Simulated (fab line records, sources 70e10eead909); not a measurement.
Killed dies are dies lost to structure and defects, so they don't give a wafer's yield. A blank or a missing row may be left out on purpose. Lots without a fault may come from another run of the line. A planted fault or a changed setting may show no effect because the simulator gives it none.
A struck lot beside a sound one | flow nand_harc | 14 steps out of a route of 1302
Sound: wafers L764.1, L764.2, L764.5. Struck: wafers L775.4, L775.5, L775.6. The cause comes at the end.
At each step with rows: each side's tool, then ch and its chambers, then its first start. Under that, the readings that differ: sound wafers | struck wafers | difference of the means | sigmas: that difference in standard deviations of wafers without a fault.
alike: readings whose means differ by less than 2 such deviations, and words and numbers that are the same on both sides. not compared: withheld readings, readings that some wafer has no value for, bounds like >300 that may hide the same value, and numbers for which the record gives no deviation and whose values overlap.
The two part at a step that has a row with sigmas, a row that says differs or no value, or rows on one side only. Numbers that don't overlap but have no deviation are shown without sigmas and don't part them. A reading that every wafer of one side lacks parts them only if that side has two wafers or more.

NHARC_A_WL_FILL_STRIP_27: strips in N2/H2, time 20 s.
  sound on plasma_asher-02 ch 0,1, day 21 10:27; struck on plasma_asher-02 ch 0,1, day 26 08:46
  alike: drypump_motor_current_A, heater_power_w
  not compared: rf_hours_counter_h
then, 4 steps without rows for these wafers: NHARC_A_WL_FILL_STRIP_28 (strips in post etch residue remover, time 1200 s); NHARC_A_WL_FILL_PRECLEAN_06 (cleans in DIW, time 300 s); NHARC_A_WL_FILL_SRD_07; NHARC_A_WL_FILL_ANNEAL_08 (time 1800 s).
NHARC_A_WL_FILL_ALD_10: deposits SiO2, target thk 50 nm, pulse time 10 s, ald cycles 500.
  sound on ald_hk-01 ch 2,3, day 21 15:31; struck on ald_hk-03 ch 1,2, day 26 15:27
  alike: heater_power_w, precursor_pulse_height_rel
NHARC_A_WL_FILL_ETCHBACK_16: etches the open film in C4F8/O2/Ar, target depth 120 nm, time 24 s.
  sound on rie_diel-11 ch 0,2,3; struck on rie_diel-11 ch 0,2,3
  alike: oes_product_au, rf_vpp_V
  not compared: rf_hours_counter_h
NHARC_A_WL_FILL_STRIP_29: strips in O2, time 20 s.
  sound on rie_diel-11 ch 0,2, day 21 19:47; struck on rie_diel-11 ch 0,1, day 26 20:10
  reading             | sound             | struck            | difference | sigmas
  o2_flow_sccm (sccm) | 498.6 500.4 498.1 | 504.3 501.5 501.3 | +3.3       | +2
  alike: drypump_motor_current_A, oes_product_au, rf_vpp_V, showerhead_plenum_p_Torr, throttle_valve_pct
  not compared: rf_hours_counter_h
NHARC_A_WL_FILL_ETCHBACK_17: etches the open film in Cl2/BCl3, target depth 4 nm, time 26.7 s.
  sound on rie_metal-01 ch 0,1, day 21 19:53; struck on rie_metal-02 ch 0,1, day 26 20:17
  alike: drypump_motor_current_A, oes_product_au
  not compared: rf_hours_counter_h
then, 2 steps without rows for these wafers: NHARC_A_WL_FILL_PRECLEAN_18 (cleans in dHF, time 30 s); NHARC_A_WL_FILL_SRD_21.
NHARC_A_WL_FILL_CVD_23: deposits poly-Si, target thk 40 nm, time 800 s.
  sound on lpcvd_poly-03 ch 0, day 21 22:41; struck on lpcvd_poly-03 ch 0, day 28 04:49
  alike: spike_tc_bottom_C
then, 1 step without rows for these wafers: NHARC_A_WL_FILL_ETCHBACK_26 (etches the open film in HBr, target depth 52 nm, time 13.3 s).
-- the record jumps here: 3 days lie between the struck wafers' starts before and after (it left off in module A_WL_FILL and takes up again in module END, whose first step shown is number 1302 of the route) --
NHARC_END_SORT_01:
  the record has rows for the struck wafers here (prober-01 ch 0, day 31 15:30) and none for the sound ones

WHERE THEY PART
First at NHARC_A_WL_FILL_STRIP_29; last, within this record, at NHARC_END_SORT_01.

WHY: what the simulator had put in
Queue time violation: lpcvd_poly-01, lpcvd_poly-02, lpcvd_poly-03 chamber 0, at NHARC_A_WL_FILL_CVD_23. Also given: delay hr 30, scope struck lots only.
